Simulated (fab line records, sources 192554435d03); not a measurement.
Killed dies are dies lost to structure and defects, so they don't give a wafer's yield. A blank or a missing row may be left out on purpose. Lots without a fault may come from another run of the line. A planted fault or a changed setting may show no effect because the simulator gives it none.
Which tool did it? | flow n5_finfet | 11 lots, 32 wafers sampled, at 5 steps of a route of 1938

WHAT THE GAUGES READ, wafer by wafer
N5_BEOL_M7_CD_MEAS_35: target cd 40 nm. Usual: cd_nm 40.4 nm, standard deviation 0.62.
lot  | measured     | on        | cd_nm (nm)     | flag
L706 | day 9 01:01  | cd_sem-02 | 39.7 39.8 39.1 |
L704 | day 9 01:34  | cd_sem-03 | 41.6 41.0 40.3 |
L705 | day 9 07:29  | cd_sem-01 | 40.3 39.7 40.6 |
L707 | day 9 09:44  | cd_sem-03 | 40.1 41.0 40.2 |
L709 | day 9 22:28  | cd_sem-03 | 41.9 41.1 41.3 |
L710 | day 10 12:40 | cd_sem-03 | 40.6 39.6 40.4 |
L711 | day 10 19:11 | cd_sem-01 | 38.9 41.0 40.5 |
L713 | day 11 06:20 | cd_sem-02 | 40.8 40.0 40.0 |
L722 | day 13 12:21 | cd_sem-02 | 38.4 39.0      |
L723 | day 14 06:27 | cd_sem-02 | 40.1 39.5 39.8 |
L726 | day 14 12:58 | cd_sem-02 | 40.1 39.5 40.0 |

N5_BEOL_M8_THK_MEAS_01. Usual: M8_ILD_THK 154.7 nm, standard deviation 1.9.
lot  | measured     | on            | M8_ILD_THK (nm)   | flag
L706 | day 9 03:48  | film_metro-01 | 151.4 153.6 155.2 |
L704 | day 9 04:35  | film_metro-02 | 152.5 154.2 155.5 |
L705 | day 9 12:01  | film_metro-01 | 153.1 155.6 156.8 |
L707 | day 9 14:17  | film_metro-01 | 154.9 157.6 156.5 |
L709 | day 10 02:21 | film_metro-01 | 154.5 153.7 156.4 |
L710 | day 10 15:46 | film_metro-02 | 155.5 152.0 157.0 |
L711 | day 10 23:30 | film_metro-02 | 151.3 152.7 158.5 |
L713 | day 11 10:13 | film_metro-02 | 154.7 156.5 156.3 |
L722 | day 13 17:07 | film_metro-01 | 152.2 155.2       |
L723 | day 14 09:58 | film_metro-02 | 155.8 157.2 156.7 |
L726 | day 14 16:08 | film_metro-02 | 155.7 154.0 158.0 |

WHICH TOOL RAN EACH LOT (tool, then ch and the chambers of the sampled wafers, then the start)
lot  | N5_BEOL_M7_CURE_75            | N5_BEOL_M7_ECD_50              | N5_BEOL_M7_CMP_52
L706 | uv_cure-03 ch 0, day 9 01:04  | ecd_cu-01 ch 0,1, day 9 02:19  | cmp-04 ch 1,2, day 9 02:44
L704 | uv_cure-02 ch 2, day 9 01:39  | ecd_cu-02 ch 0,1, day 9 02:44  | cmp-03 ch 0,1,2, day 9 03:22
L705 | uv_cure-03 ch 1, day 9 07:38  | ecd_cu-01 ch 0,1, day 9 09:11  | cmp-01 ch 0,2,3, day 9 09:51
L707 | uv_cure-01 ch 0, day 9 09:50  | ecd_cu-02 ch 0,1, day 9 11:13  | cmp-04 ch 1,2,3, day 9 11:51
L709 | uv_cure-02 ch 0, day 9 22:41  | ecd_cu-02 ch 0,1, day 10 00:31 | cmp-03 ch 0,2,3, day 10 01:17
L710 | uv_cure-02 ch 2, day 10 12:43 | ecd_cu-01 ch 0,1, day 10 14:17 | cmp-01 ch 1,2,3, day 10 14:42
L711 | uv_cure-02 ch 0, day 10 19:14 | ecd_cu-02 ch 0,1, day 10 21:52 | cmp-04 ch 0,1, day 10 22:26
L713 | uv_cure-01 ch 2, day 11 06:43 | ecd_cu-02 ch 0,1, day 11 08:45 | cmp-01 ch 1,2, day 11 09:08
L722 | uv_cure-02 ch 0, day 13 12:24 | ecd_cu-01 ch 0,1, day 13 15:36 | cmp-04 ch 2,3, day 13 16:04
L723 | uv_cure-01 ch 1, day 14 06:44 | ecd_cu-01 ch 0,1, day 14 08:10 | cmp-03 ch 1,2, day 14 08:56
L726 | uv_cure-02 ch 0, day 14 13:03 | ecd_cu-02 ch 0,1, day 14 14:17 | cmp-01 ch 0,1,2, day 14 14:50
- N5_BEOL_M7_CURE_75: cures SiCOH lowk, time 120 s.
- N5_BEOL_M7_ECD_50: material Cu, target thk 300 nm.
- N5_BEOL_M7_CMP_52: polishes, stops on SiCOH lowk, t overpolish 6.9 s, target thk 80 nm.

WHAT THE TOOLS THEMSELVES READ (means of the sampled wafers that have a number; where no wafer has one, the mark that the record gives instead)
N5_BEOL_M7_CURE_75. Usual: lamp_power_pct 52.31 %, standard deviation 0.052; wafer_temp_C_max 371.5, standard deviation 0.44.
lot  | tool       | lamp_power_pct (%) | wafer_temp_C_max | flag
L706 | uv_cure-03 | 52.32              | 371.7            |
L704 | uv_cure-02 | 52.30              | 371.6            |
L705 | uv_cure-03 | 52.29              | 371.6            |
L707 | uv_cure-01 | 52.36              | 371.9            |
L709 | uv_cure-02 | 52.31              | 371.3            |
L710 | uv_cure-02 | 52.28              | 371.5            |
L711 | uv_cure-02 | 52.33              | 371.6            |
L713 | uv_cure-01 | 52.31              | 372.2            |
L722 | uv_cure-02 | 52.34              | 371.3            |
L723 | uv_cure-01 | 52.32              | 371.7            |
L726 | uv_cure-02 | 52.31              | 371.5            |

N5_BEOL_M7_CMP_52. Usual: head_pressure_psi 0.9998 psi, standard deviation 0.0021; motor_current_A 6.0 A, standard deviation 0.53; slurry_filter_dp_kPa 13.52 kPa, standard deviation 0.12; time_to_endpoint_s 62.4 s, standard deviation 2.6.
lot  | tool   | head_pressure_psi (psi) | motor_current_A (A) | slurry_filter_dp_kPa (kPa) | time_to_endpoint_s (s) | flag
L706 | cmp-04 | 0.9995                  | 5.9                 | 13.34                      | 59.2                   |
L704 | cmp-03 | 1.0005                  | 6.0                 | 13.55                      | 63.9                   |
L705 | cmp-01 | 0.9993                  | 5.7                 | 13.46                      | 63.5                   |
L707 | cmp-04 | 1.0010                  | 6.1                 | 13.51                      | 62.3                   |
L709 | cmp-03 | 0.9995                  | 6.0                 | 13.58                      | 64.5                   |
L710 | cmp-01 | 1.0003                  | 6.3                 | 13.54                      | 62.9                   |
L711 | cmp-04 | 0.9970                  | 5.9                 | 13.54                      | 65.0                   |
L713 | cmp-01 | 0.9992                  | 6.4                 | 13.43                      | 61.7                   |
L722 | cmp-04 | 0.9982                  | 6.1                 | 13.44                      | 73.0                   | OFF
L723 | cmp-03 | 0.9977                  | 6.4                 | 13.52                      | 71.8                   | OFF
L726 | cmp-01 | 1.0021                  | 6.2                 | 13.42                      | 60.7                   |

THE ANSWER, worked out from the rows above alone
Rule: a lot is off if the mean of its wafers that have a number lies more than 3 standard deviations from the usual mean. A lot without any number at a reading at which 4 lots or more have one is off too. The other lots that the step has rows for count as sound. The gauges are gone through in route order, then the tools' own readings, and for those a lot's mean is taken as printed above. The first step at which some lot is off is used, and at that step the reading that is off furthest; a lot without a number counts as furthest.
Off: L722, L723, at N5_BEOL_M7_CMP_52 (time_to_endpoint_s).
A tool fits if, at that step or a process step before it, it ran every lot that is off, and no sound lot after the first of them. One fits: ecd_cu-01 at N5_BEOL_M7_ECD_50. Its last sound lot is L710 (day 10 14:17), its first lot that is off L722 (day 13 15:36): a fault that began between those two fits.

WHAT THE SIMULATOR HAD PUT IN
Process parameter drift: ecd_cu-01, from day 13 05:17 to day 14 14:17, at N5_BEOL_M7_ECD_50. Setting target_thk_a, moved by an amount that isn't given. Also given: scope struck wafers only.
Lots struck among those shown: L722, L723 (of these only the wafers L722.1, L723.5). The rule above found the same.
